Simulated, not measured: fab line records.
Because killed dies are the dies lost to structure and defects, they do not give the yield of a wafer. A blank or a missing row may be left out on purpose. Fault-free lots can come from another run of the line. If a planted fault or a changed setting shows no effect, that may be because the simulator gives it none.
fab line records | flow n5_finfet
record: lots: 5 | wafers: 15 | last_day: 18
route steps=1938 shown BEOL_M1@814 BEOL_M4@1111 PASSIVATION@1936
lots that met no fault: taken from a fault-free run of the same line
start_h: hours from the record's opening day to when the first of the lot's shown wafers began | wait_h: hours since the lot's step before | " as in the row above | L1.1+2: a row that stands for several wafers | - no value, or no start given | * or withheld: withheld | < > ~ a bound
route shown NAME@n: names a module that has steps shown in the file, with the first one's number in the route | usual: mean and standard deviation over wafers with no fault | same: alike in all rows | chamber/n: place in a boat | sites: readings site by site | _std_site: how widely they spread, as a standard deviation | _edge_site: the outer-site mean with the inner-site mean subtracted | radius_mm: how far each site lies from the wafer's centre | mask NAME#n: copy n | behind: the most recent tool/chamber to have shaped the wafer | hold: cause of the lot's hold/its duration in hours/its outcome | device: the transistor (n, p or np) that didn't switch | end of line: the tests these same wafers got at the end of their route | a step without rows: its recipe alone | killed: the dies lost at the first sort to structure and to defects; this is not the yield of the wafer | map: a wafer's dies, x killed, . not, _ none there
set.NAME: setting as actually run; set.NAME@STEP: the setting as run at that earlier step | model.NAME: the simulator's own value behind a step, which no gauge read
certain route steps with their lots: each step a table, each wafer a row
services: when a tool's chamber went out of use (start_h, in hours from the record's first day, below 0 if earlier), for how many hours, and the reason
== steps ==
step: N5_BEOL_M1_SPUTTER_48
recipe: material: Cu | target_thk_a: 45 | temp_c: -20 | chamber_pressure_pa: 0.07 | power_w: withheld | time_s: 8.29
usual: chamber_pressure_pa: 0.06999/0.00015 | throttle_valve_pct: 29.9/0.84
lot.wafer | tool           | chamber | start_h | wait_h | chamber_pressure_pa | throttle_valve_pct
L156.3    | pvd_sputter-02 | -       | 156.33  | 0.2    | 0.07006             | 29.8
L156.5    | "              | -       | "       | "      | 0.07026             | 30.2
L156.6    | "              | -       | "       | "      | 0.07005             | 29.7
L160.2    | pvd_sputter-03 | -       | 187.79  | 0.1    | 0.07011             | 29.4
L160.3    | "              | -       | "       | "      | 0.06992             | 31.8
L160.6    | "              | -       | "       | "      | 0.06974             | 31.0
L166.3    | pvd_sputter-03 | -       | 215.22  | 0.2    | 0.07061             | 30.0
L166.4    | "              | -       | "       | "      | 0.06996             | 29.3
L166.6    | "              | -       | "       | "      | 0.06982             | 29.0
L167.1    | pvd_sputter-02 | -       | 224.05  | 1.1    | 0.06997             | 30.0
L167.2    | "              | -       | "       | "      | 0.06988             | 29.8
L167.4    | "              | -       | "       | "      | 0.06998             | 30.3
L174.3    | pvd_sputter-01 | -       | 271.99  | 0.3    | 0.0698              | 28.7
L174.5    | "              | -       | "       | "      | 0.06994             | 30.0
L174.6    | "              | -       | "       | "      | 0.07005             | 28.9
step: N5_BEOL_M1_ANNEAL_49
recipe: temp_c: 400 | time_s: 240 | ambient: vacuum
usual: heater_power_w: 925/87 | susceptor_temp_C_max: 401.0/0.49
lot.wafer | tool           | chamber | start_h | wait_h | heater_power_w | susceptor_temp_C_max
L156.3    | pvd_sputter-02 | -       | 156.41  | 0.0    | 906            | 400.7
L156.5    | "              | -       | "       | "      | 903            | 401.2
L156.6    | "              | -       | "       | "      | 1042           | 401.8
L160.2    | pvd_sputter-03 | -       | 187.87  | 0.0    | 828            | 400.8
L160.3    | "              | -       | "       | "      | 904            | 400.7
L160.6    | "              | -       | "       | "      | 867            | 401.9
L166.3    | pvd_sputter-03 | -       | 215.30  | 0.0    | 1003           | 401.6
L166.4    | "              | -       | "       | "      | 808            | 401.1
L166.6    | "              | -       | "       | "      | 830            | 400.9
L167.1    | pvd_sputter-02 | -       | 224.13  | 0.0    | 776            | 400.3
L167.2    | "              | -       | "       | "      | 1013           | 401.9
L167.4    | "              | -       | "       | "      | 928            | 401.2
L174.3    | pvd_sputter-01 | -       | 272.07  | 0.0    | 913            | 401.1
L174.5    | "              | -       | "       | "      | 1047           | 400.9
L174.6    | "              | -       | "       | "      | 866            | 400.5
step: N5_BEOL_M1_SPUTTER_79
recipe: material: Cu | target_thk_a: 45 | temp_c: -20 | chamber_pressure_pa: 0.07 | power_w: withheld | time_s: 8.29
usual: chamber_pressure_pa: 0.07002/0.00014 | throttle_valve_pct: 29.9/0.86
lot.wafer | tool           | chamber | start_h | wait_h | chamber_pressure_pa | throttle_valve_pct
L156.3    | pvd_sputter-02 | -       | 156.55  | 0.1    | 0.06984             | 29.8
L156.5    | "              | -       | "       | "      | 0.06989             | 30.2
L156.6    | "              | -       | "       | "      | 0.07005             | 29.5
L160.2    | pvd_sputter-03 | -       | 188.01  | 0.1    | 0.07024             | 29.3
L160.3    | "              | -       | "       | "      | 0.06977             | 31.8
L160.6    | "              | -       | "       | "      | 0.06986             | 31.3
L166.3    | pvd_sputter-03 | -       | 215.44  | 0.1    | 0.07004             | 30.2
L166.4    | "              | -       | "       | "      | 0.07036             | 29.1
L166.6    | "              | -       | "       | "      | 0.07023             | 29.2
L167.1    | pvd_sputter-02 | -       | 224.27  | 0.1    | 0.07027             | 29.9
L167.2    | "              | -       | "       | "      | 0.07015             | 29.6
L167.4    | "              | -       | "       | "      | 0.06976             | 30.1
L174.3    | pvd_sputter-01 | -       | 272.21  | 0.1    | 0.06998             | 28.6
L174.5    | "              | -       | "       | "      | 0.06997             | 29.9
L174.6    | "              | -       | "       | "      | 0.07015             | 28.5
step: N5_BEOL_M1_ANNEAL_80
recipe: temp_c: 400 | time_s: 240 | ambient: vacuum
step: N5_BEOL_M1_SPUTTER_81
recipe: material: Cu | target_thk_a: 45 | temp_c: -20 | chamber_pressure_pa: 0.07 | power_w: withheld | time_s: 8.29
step: N5_BEOL_M1_ANNEAL_82
recipe: temp_c: 400 | time_s: 240 | ambient: vacuum
step: N5_BEOL_M1_SPUTTER_86
recipe: material: Cu | target_thk_a: 45 | temp_c: -20 | chamber_pressure_pa: 0.07 | power_w: withheld | time_s: 8.29
step: N5_BEOL_M1_ANNEAL_87
recipe: temp_c: 400 | time_s: 240 | ambient: vacuum
step: N5_BEOL_M1_SPUTTER_88
recipe: material: Cu | target_thk_a: 45 | temp_c: -20 | chamber_pressure_pa: 0.07 | power_w: withheld | time_s: 8.29
usual: chamber_pressure_pa: 0.07/0.00014 | throttle_valve_pct: 29.9/0.85
lot.wafer | tool           | chamber | start_h | wait_h | chamber_pressure_pa | throttle_valve_pct
L156.3    | pvd_sputter-02 | -       | 157.21  | 0.1    | 0.06968             | 29.8
L156.5    | "              | -       | "       | "      | 0.07014             | 30.1
L156.6    | "              | -       | "       | "      | 0.06965             | 29.4
L160.2    | pvd_sputter-03 | -       | 188.67  | 0.1    | 0.06985             | 29.3
L160.3    | "              | -       | "       | "      | 0.0702              | 31.4
L160.6    | "              | -       | "       | "      | 0.07019             | 30.8
L166.3    | pvd_sputter-03 | -       | 216.10  | 0.1    | 0.06995             | 30.3
L166.4    | "              | -       | "       | "      | 0.06996             | 29.2
L166.6    | "              | -       | "       | "      | 0.07006             | 29.1
L167.1    | pvd_sputter-02 | -       | 224.93  | 0.1    | 0.06998             | 29.9
L167.2    | "              | -       | "       | "      | 0.07007             | 29.7
L167.4    | "              | -       | "       | "      | 0.07002             | 30.4
L174.3    | pvd_sputter-01 | -       | 272.87  | 0.1    | 0.06978             | 28.3
L174.5    | "              | -       | "       | "      | 0.07008             | 30.3
L174.6    | "              | -       | "       | "      | 0.07014             | 28.9
step: N5_BEOL_M1_ANNEAL_89
recipe: temp_c: 400 | time_s: 240 | ambient: vacuum
step: N5_BEOL_M1_SPUTTER_90
recipe: material: Cu | target_thk_a: 45 | temp_c: -20 | chamber_pressure_pa: 0.07 | power_w: withheld | time_s: 8.29
step: N5_BEOL_M1_ANNEAL_91
recipe: temp_c: 400 | time_s: 240 | ambient: vacuum
step: N5_BEOL_M1_SPUTTER_92
recipe: material: Cu | target_thk_a: 45 | temp_c: -20 | chamber_pressure_pa: 0.07 | power_w: withheld | time_s: 8.29
usual: chamber_pressure_pa: 0.07/0.00013 | throttle_valve_pct: 29.9/0.85
lot.wafer | tool           | chamber | start_h | wait_h | chamber_pressure_pa | throttle_valve_pct
L156.3    | pvd_sputter-02 | -       | 157.65  | 0.1    | 0.07006             | 30.0
L156.5    | "              | -       | "       | "      | 0.07005             | 30.2
L156.6    | "              | -       | "       | "      | 0.07024             | 30.0
L160.2    | pvd_sputter-03 | -       | 189.11  | 0.1    | 0.07003             | 29.4
L160.3    | "              | -       | "       | "      | 0.07003             | 31.6
L160.6    | "              | -       | "       | "      | 0.06999             | 31.2
L166.3    | pvd_sputter-03 | -       | 216.54  | 0.1    | 0.08381             | 27.4
L166.4    | "              | -       | "       | "      | 0.07021             | 29.0
L166.6    | "              | -       | "       | "      | 0.07                | 28.9
L167.1    | pvd_sputter-02 | -       | 225.37  | 0.1    | 0.07011             | 29.8
L167.2    | "              | -       | "       | "      | 0.07015             | 29.8
L167.4    | "              | -       | "       | "      | 0.06969             | 30.4
L174.3    | pvd_sputter-01 | -       | 273.31  | 0.1    | 0.06984             | 28.5
L174.5    | "              | -       | "       | "      | 0.07                | 30.0
L174.6    | "              | -       | "       | "      | 0.06993             | 28.7
step: N5_BEOL_M1_ANNEAL_93
recipe: temp_c: 400 | time_s: 240 | ambient: vacuum
usual: heater_power_w: 926/89 | susceptor_temp_C_max: 401.1/0.45
lot.wafer | tool           | chamber | start_h | wait_h | heater_power_w | susceptor_temp_C_max
L156.3    | pvd_sputter-02 | -       | 157.73  | 0.0    | 906            | 401.6
L156.5    | "              | -       | "       | "      | 925            | 400.7
L156.6    | "              | -       | "       | "      | 1004           | 402.1
L160.2    | pvd_sputter-03 | -       | 189.19  | 0.0    | 819            | 400.5
L160.3    | "              | -       | "       | "      | 914            | 401.3
L160.6    | "              | -       | "       | "      | 832            | 401.4
L166.3    | pvd_sputter-03 | -       | 216.62  | 0.0    | 1004           | 401.2
L166.4    | "              | -       | "       | "      | 826            | 401.0
L166.6    | "              | -       | "       | "      | 825            | 400.6
L167.1    | pvd_sputter-02 | -       | 225.45  | 0.0    | 777            | 400.5
L167.2    | "              | -       | "       | "      | 998            | 401.2
L167.4    | "              | -       | "       | "      | 942            | 401.3
L174.3    | pvd_sputter-01 | -       | 273.39  | 0.0    | 896            | 401.1
L174.5    | "              | -       | "       | "      | 1069           | 400.6
L174.6    | "              | -       | "       | "      | 843            | 401.0
step: N5_BEOL_M4_RC_MEAS_101
usual: DIBL_N: 37.0/2.3 | DIBL_P: 37.3/2.8 | IOFF_N: 0.17/0.046 | IOFF_P: 0.23/0.054 | ION_N: 675/14 | ION_P: 460/9.3 | SS_N: 71.7/0.73 | SS_P: 73.6/0.95 | VT_N: 249/3.9 | VT_P: -250/3.9
lot.wafer | tool      | chamber | start_h | wait_h | DIBL_N[mV/V] | DIBL_P[mV/V] | IOFF_N[nA/um] | IOFF_P[nA/um] | ION_N[uA/um] | ION_P[uA/um] | SS_N[mV/dec] | SS_P[mV/dec] | VT_N[mV] | VT_P[mV]
L156.3    | prober-01 | 0       | 194.21  | 0.3    | 33.4         | 34.9         | 0.12          | 0.19          | 671          | 471          | 70.7         | 72.2         | 251      | -251
L156.5    | "         | 0       | "       | "      | 36.8         | 38.8         | 0.16          | 0.25          | 681          | 471          | 71.7         | 73.7         | 254      | -249
L156.6    | "         | 0       | "       | "      | 38.5         | 39.1         | 0.18          | 0.26          | 674          | 462          | 71.8         | 73.7         | 248      | -249
L160.2    | prober-01 | 0       | 222.07  | 0.2    | 38.3         | 39.4         | 0.18          | 0.25          | 682          | 467          | 71.4         | 74.4         | 250      | -247
L160.3    | "         | 0       | "       | "      | 34.8         | 35.4         | 0.12          | 0.18          | 660          | 459          | 71.0         | 72.6         | 251      | -253
L160.6    | "         | 0       | "       | "      | 34.6         | 34.6         | 0.11          | 0.17          | 643          | 453          | 70.5         | 72.4         | 258      | -253
L167.1    | prober-01 | 0       | 275.30  | 0.0    | 38.0         | 38.8         | 0.17          | 0.22          | 671          | 458          | 71.5         | 73.4         | 249      | -253
L167.2    | "         | 0       | "       | "      | 36.8         | 37.0         | 0.16          | 0.20          | 687          | 464          | 71.2         | 73.2         | 249      | -253
L167.4    | "         | 0       | "       | "      | 38.4         | 38.4         | 0.18          | 0.21          | 684          | 464          | 72.2         | 73.4         | 248      | -252
L166.3    | prober-01 | 0       | 281.14  | 0.3    | 38.5         | 37.5         | 0.20          | 0.25          | 667          | 458          | 72.4         | 74.2         | 248      | -251
L166.4    | "         | 0       | "       | "      | 36.1         | 36.0         | 0.15          | 0.22          | 680          | 468          | 71.8         | 72.6         | 248      | -246
L166.6    | "         | 0       | "       | "      | 39.4         | 38.4         | 0.20          | 0.25          | 664          | 449          | 73.3         | 74.2         | 250      | -249
L174.3    | prober-02 | 0       | 320.02  | 0.3    | 34.7         | 34.0         | 0.13          | 0.18          | 655          | 449          | 71.6         | 73.3         | 252      | -252
L174.5    | "         | 0       | "       | "      | 42.4         | 44.0         | 0.32          | 0.37          | 699          | 473          | 74.0         | 75.3         | 242      | -244
L174.6    | "         | 0       | "       | "      | 37.3         | 38.3         | 0.20          | 0.25          | 673          | 458          | 72.0         | 74.7         | 248      | -248
step: N5_PASSIVATION_PROBE_49
usual: defect_limited_yield: 91.5/1.3 | killed_at_M0_to_M3: 36/10 | killed_at_M4_up: 13/4.7 | killed_at_contacts: 13/6.7 | killed_at_front_end: 37/9.7 | killed_at_other: 2.6/2.3 | killed_dies: 101/15 | killed_open: 67/12 | killed_short: 32/6.7 | sort_bin_4_leakage: 0.0/0.31 | sort_bin_5_function: 5.0/0.89 | sort_bin_6_memory: 3.2/0.63 | sort_n_pass: 1079/16 | sort_yield_pct: 91.4/1.4
same: gross_dies: 1180 | killed_at_back_side: 0 | sort_bin_8_speed[%]: 0
lot.wafer | tool      | chamber | start_h | wait_h | defect_limited_yield[%] | killed_at_M0_to_M3 | killed_at_M4_up | killed_at_contacts | killed_at_front_end | killed_at_other | killed_dies | killed_open | killed_short | sort_bin_4_leakage[%] | sort_bin_5_function[%] | sort_bin_6_memory[%] | sort_n_pass | sort_yield_pct[%]
L156.3    | prober-01 | -       | 313.08  | 0.1    | 91.4                    | 38                 | 8               | 12                 | 43                  | 0               | 101         | 72          | 27           | 0                     | 5.3                    | 3.2                  | 1079        | 91.4
L156.5    | prober-01 | -       | 313.18  | 0.2    | 93.1                    | 39                 | 9               | 9                  | 24                  | 0               | 81          | 54          | 25           | 0                     | 4.5                    | 2.3                  | 1099        | 93.1
L156.6    | prober-01 | -       | 313.23  | 0.3    | 90.9                    | 36                 | 10              | 28                 | 32                  | 1               | 107         | 79          | 23           | 0                     | 5.4                    | 3.1                  | 1073        | 90.9
L160.2    | prober-01 | -       | 343.95  | 0.1    | 91.3                    | 37                 | 14              | 21                 | 30                  | 1               | 103         | 65          | 38           | 0                     | 4.7                    | 3.5                  | 1077        | 91.3
L160.3    | prober-01 | -       | 344.00  | 0.1    | 92.8                    | 38                 | 9               | 18                 | 19                  | 1               | 85          | 58          | 27           | 0                     | 5.6                    | 1.4                  | 1095        | 92.8
L160.6    | prober-01 | -       | 344.15  | 0.3    | 93.3                    | 41                 | 13              | 8                  | 16                  | 1               | 79          | 55          | 24           | 0                     | 4.3                    | 2.3                  | 1101        | 93.3
L167.1    | prober-01 | -       | 383.11  | 0.0    | 93.3                    | 19                 | 9               | 24                 | 20                  | 7               | 79          | 44          | 35           | 0                     | 4.2                    | 2.5                  | 1101        | 93.3
L167.2    | prober-01 | -       | 383.16  | 0.1    | 90.7                    | 36                 | 9               | 24                 | 33                  | 8               | 110         | 70          | 40           | 0                     | 4.9                    | 4.1                  | 1070        | 90.7
L167.4    | prober-01 | -       | 383.26  | 0.2    | 91.2                    | 20                 | 13              | 33                 | 33                  | 5               | 104         | 79          | 24           | 0                     | 5.1                    | 3.3                  | 1076        | 91.2
L166.3    | prober-01 | -       | 386.76  | 0.1    | 88.1                    | 52                 | 16              | 23                 | 48                  | 2               | 141         | 98          | 41           | 0                     | 6.8                    | 4.7                  | 1039        | 88.1
L166.4    | prober-01 | -       | 386.81  | 0.2    | 89.6                    | 43                 | 8               | 17                 | 55                  | 0               | 123         | 81          | 42           | 0                     | 6.5                    | 3.4                  | 1057        | 89.6
L166.6    | prober-01 | -       | 386.91  | 0.3    | 92.3                    | 37                 | 11              | 11                 | 31                  | 1               | 91          | 61          | 24           | 0                     | 3.8                    | 3.3                  | 1089        | 92.3
killed by level:class
L156.3 STI_FIN_REVEAL:geometric_particle:open=13 MOL_CONTACT_COAG:geometric_particle:open=11 BEOL_M3:geometric_particle:open=9 GATE_CUT:geometric_particle:open=7 BEOL_M0_SAQP:geometric_particle:short=7 GATE_CUT:geometric_particle:short=6 BEOL_M2:geometric_particle:open=6 BEOL_M0_SAQP:geometric_particle:open=5
L156.5 BEOL_M2:geometric_particle:open=8 STI_FIN_REVEAL:geometric_particle:open=8 BEOL_M0_SAQP:geometric_particle:short=8 MOL_CONTACT_COAG:geometric_particle:open=7 BEOL_M3:geometric_particle:open=7 BEOL_M0_SAQP:geometric_particle:open=6 FIN_SAQP:geometric_particle:open=4 BEOL_M1:geometric_particle:open=4
L156.6 MOL_CONTACT_COAG:geometric_particle:open=24 BEOL_M2:geometric_particle:open=10 BEOL_M3:geometric_particle:open=10 BEOL_M1:geometric_particle:open=8 STI_FIN_REVEAL:geometric_particle:open=7 HKMG_FIN:area_etch=5 STI_FIN_REVEAL:geometric_particle:short=4 GATE_CUT:geometric_particle:short=4
L160.2 MOL_CONTACT_COAG:geometric_particle:open=16 BEOL_M0_SAQP:geometric_particle:short=12 FIN_SAQP:geometric_particle:open=9 BEOL_M0_SAQP:geometric_particle:open=9 FIN_SAQP:geometric_particle:short=8 MOL_CONTACT_COAG:geometric_particle:short=5 BEOL_M3:geometric_particle:open=5 GATE_CUT:geometric_particle:short=4
L160.3 MOL_CONTACT_COAG:geometric_particle:open=16 BEOL_M2:geometric_particle:open=9 STI_FIN_REVEAL:geometric_particle:open=6 BEOL_M0_SAQP:geometric_particle:short=6 BEOL_M0_SAQP:geometric_particle:open=6 BEOL_M3:geometric_particle:open=5 STARTING-WAFER:geometric_particle:short=5 GATE_CUT:geometric_particle:short=4
L160.6 BEOL_M3:geometric_particle:open=10 BEOL_M0_SAQP:geometric_particle:open=9 BEOL_M0_SAQP:geometric_particle:short=7 BEOL_M2:geometric_particle:open=6 MOL_CONTACT_COAG:geometric_particle:open=5 GATE_CUT:geometric_particle:open=4 STARTING-WAFER:geometric_particle:open=4 MOL_CONTACT_COAG:geometric_particle:short=3
L167.1 MOL_CONTACT_COAG:geometric_particle:open=16 MOL_CONTACT_COAG:geometric_particle:short=8 FIN_SAQP:geometric_particle:short=6 BEOL_M0_SAQP:geometric_particle:open=5 FIN_SAQP:geometric_particle:open=3 STI_FIN_REVEAL:geometric_particle:short=3 BEOL_M0_SAQP:geometric_particle:short=3 BEOL_M3:geometric_particle:open=3
L167.2 MOL_CONTACT_COAG:geometric_particle:open=17 FIN_SAQP:geometric_particle:open=13 FIN_SAQP:geometric_particle:short=10 MOL_CONTACT_COAG:geometric_particle:short=7 BEOL_M0_SAQP:geometric_particle:open=7 BEOL_M3:geometric_particle:open=7 BEOL_M0_SAQP:geometric_particle:short=6 BEOL_M2:geometric_particle:open=6
L167.4 MOL_CONTACT_COAG:geometric_particle:open=30 FIN_SAQP:geometric_particle:open=12 FIN_SAQP:geometric_particle:short=9 BEOL_M1:geometric_particle:open=8 BEOL_M4:geometric_particle:open=8 BEOL_M3:geometric_particle:open=6 BEOL_M6:geometric_particle:open=4 PASS1_CAP:geometric_particle:short=4
L166.3 MOL_CONTACT_COAG:geometric_particle:open=21 STI_FIN_REVEAL:geometric_particle:open=14 BEOL_M0_SAQP:geometric_particle:open=12 BEOL_M0_SAQP:geometric_particle:short=8 BEOL_M1:geometric_particle:open=8 BEOL_M2:geometric_particle:open=8 FIN_SAQP:geometric_particle:open=7 FIN_SAQP:geometric_particle:short=7
L166.4 STI_FIN_REVEAL:geometric_particle:open=13 BEOL_M0_SAQP:geometric_particle:short=13 FIN_SAQP:geometric_particle:short=12 FIN_SAQP:geometric_particle:open=12 BEOL_M0_SAQP:geometric_particle:open=12 MOL_CONTACT_COAG:geometric_particle:open=11 MOL_CONTACT_COAG:geometric_particle:short=6 BEOL_M1:geometric_particle:open=6
L166.6 MOL_CONTACT_COAG:geometric_particle:open=9 BEOL_M0_SAQP:geometric_particle:open=9 BEOL_M0_SAQP:geometric_particle:short=8 STI_FIN_REVEAL:geometric_particle:open=7 BEOL_M3:geometric_particle:open=7 HKMG_FIN:area_etch=5 BEOL_M0:geometric_particle:open=4 BEOL_M2:geometric_particle:open=4
== services ==
tool           | chamber | start_h | hours | kind
pvd_sputter-03 | -       | 155.67  | 1.6   | repair
pvd_sputter-01 | -       | 176.49  | 2.6   | repair
pvd_sputter-01 | -       | 234.69  | 2.1   | repair
pvd_sputter-01 | -       | 256.70  | 7.0   | repair
== key ==
first_sign: step: N5_BEOL_M1_SPUTTER_92 | reading: chamber_pressure_pa | direction: up | sigmas: 99+ | usual: 0.07 | struck: 0.08381
effect none on later readings
met_at N5_BEOL_M1_SPUTTER_92
struck_wafers L166.3
fault: kind: process_parameter_drift | tool: pvd_sputter-03 | chamber: - | onset_h: 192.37 | steps: N5_BEOL_M1_SPUTTER_92 | channel: chamber_pressure_pa | offset: 0.013687 | shape: step | end_h: 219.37 | acts_in: these_recipes_only | stated: 0.07 | scope: struck_wafers_only
